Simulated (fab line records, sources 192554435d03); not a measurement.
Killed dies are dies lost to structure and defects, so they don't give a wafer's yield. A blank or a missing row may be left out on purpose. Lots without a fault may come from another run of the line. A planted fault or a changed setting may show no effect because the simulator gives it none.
Chamber matching | flow n5_finfet | N5_BEOL_M11_CURE_72 on uv_cure-01: 3 sister chambers
The step cures SiCOH lowk, time 120 s. 3 wafers are shown with their chamber, then 10 later ones without.

WAFERS WITH THEIR CHAMBER
wafer  | chamber | wafer_temp_C_max
L076.6 | 2       | 372.4
L083.4 | 0       | 371.9
L082.5 | 1       | 372.5

WAFERS WITHOUT THEIR CHAMBER
wafer  | wafer_temp_C_max
L082.6 | 372.6
L078.2 | 372.1
L078.4 | 372.0
L078.6 | 371.6
L087.2 | 374.0
L087.3 | 374.5
L087.5 | 373.7
L093.1 | 372.9
L093.5 | 372.3
L093.6 | 372.4

WHICH CHAMBER EACH WENT THROUGH
wafer  | from the rows above          | in truth
L082.6 | can't be placed: 1 or 2 or 0 | 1
L078.2 | can't be placed: 0 or 2 or 1 | 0
L078.4 | can't be placed: 0 or 2 or 1 | 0
L078.6 | can't be placed: 0 or 2 or 1 | 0
L087.2 | can't be placed: 1 or 2 or 0 | 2
L087.3 | can't be placed: 1 or 2 or 0 | 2
L087.5 | can't be placed: 1 or 2 or 0 | 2
L093.1 | can't be placed: 1 or 2 or 0 | 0
L093.5 | can't be placed: 2 or 1 or 0 | 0
L093.6 | can't be placed: 2 or 1 or 0 | 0
Placed correctly: 0 of 10. Can't be placed from these rows: 10 (the true chamber is among the candidates in 10). Placed wrongly: 0.
How it was worked out, from the rows above alone: a wafer's distance from a chamber is the root of the sum, over the readings, of the square of ((its reading less the chamber's mean) divided by the reading's scatter). The wafer belongs to the nearest chamber; if the next one is less than 2 further off, it can't be placed. A chamber's mean is the mean of its shown wafers. The scatter: with one shown wafer a chamber, the root of the mean of the squares of how far each hidden wafer lies from its nearest shown one.
